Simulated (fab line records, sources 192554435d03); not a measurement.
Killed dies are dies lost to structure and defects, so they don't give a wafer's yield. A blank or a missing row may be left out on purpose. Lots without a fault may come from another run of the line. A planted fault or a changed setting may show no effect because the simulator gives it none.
Problem report in the 8D (eight disciplines) form, filled by code | flow n5_finfet | the parts of the form that need people (team, actions taken, sign-off) are left out

1. THE PROBLEM
run_length_s at N5_BEOL_M4_CO_CAP_55 reads a mean of 65.8 s on 2 wafers of 2 lots; wafers without a fault read 125.2 s with a standard deviation of 0.34. That is -99 or more standard deviations from the usual mean.
The step: material Co, precursor CCTBA/H2, target thk 2 nm, time 102.1 s.
First seen on wafer L159.4, day 9 08:16, on cvd_co-01. The record holds 18 wafers of 6 lots with a number at this step. Rule for "out", or "out of limits": more than 4 standard deviations from the usual mean. The other wafers with a number count as sound.

2. WHAT IT IS AND WHAT IT IS NOT
question                    | is               | is not
which readings at this step | run_length_s     | chamber_pressure_Torr, heater_power_w
which lots                  | L159, L160       | L153, L156, L168, L176
which wafers of those lots  | L159.4, L160.3   | L159.2, L159.5, L160.1, L160.5
read on which tools         | cvd_co-01        | cvd_co-02
when                        | from day 9 08:16 | up to then (8 sound wafers); but 8 sound wafers of L160, L168, L176 came after

3. SUSPECTS, AND WHAT RULES EACH OUT
Counting: a tool at a process step up to the reading stays a suspect if it ran every lot that is out. Sound lots after the first of them don't rule it out here, since some wafers of a struck lot are sound.
- cmp-04 at N5_BEOL_M4_CMP_52 (polishes, stops on SiOC, t overpolish 6.8 s, target thk 40 nm): kept. It ran every lot that is out, first L159 (day 9 07:55).
- cvd_co-01 at N5_BEOL_M4_CO_CAP_55 (material Co, precursor CCTBA/H2, target thk 2 nm, time 102.1 s): kept. It ran every lot that is out, first L159 (day 9 08:16); its last sound lot up to then is L156 (day 8 16:25). Its own readings are out on those wafers: run_length_s.
Left after counting: cmp-04 at N5_BEOL_M4_CMP_52, cvd_co-01 at N5_BEOL_M4_CO_CAP_55.

4. THE CAUSE (what the simulator had put in)
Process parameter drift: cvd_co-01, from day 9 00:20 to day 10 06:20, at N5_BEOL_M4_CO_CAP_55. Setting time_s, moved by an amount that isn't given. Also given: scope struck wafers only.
Counting left 2 suspects, and this tool is among them.

5. THE CHAIN OF EFFECTS, in route order
Each row: a reading whose mean over the struck wafers that have a number lies more than 3 standard deviations from the usual. Only readings for which the record gives a usual standard deviation are gone through. hours: the time from each lot's start at the first step in this table that gives one to its start at this step, as a median over the lots. sigmas: the change in usual standard deviations.
hours | step                 | reading      | usual   | on struck wafers | change | sigmas
0     | N5_BEOL_M4_CO_CAP_55 | run_length_s | 125.2 s | 65.8             | -59.4  | -99 or more
The process steps in it:
- N5_BEOL_M4_CO_CAP_55: material Co, precursor CCTBA/H2, target thk 2 nm, time 102.1 s.
Readings that are blank on the struck wafers while sound wafers have them: susceptor_temp_C at N5_BEOL_M4_CO_CAP_55.
Later measuring or inspecting steps at which every struck wafer that the step has a row for has a number for every such reading, and none has moved that far: N5_BEOL_M4_RC_MEAS_101.

6. WHAT WOULD HAVE CAUGHT IT SOONER
In this record the first reading out of limits was taken at day 9 08:16, 8 hours after the fault began at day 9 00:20.
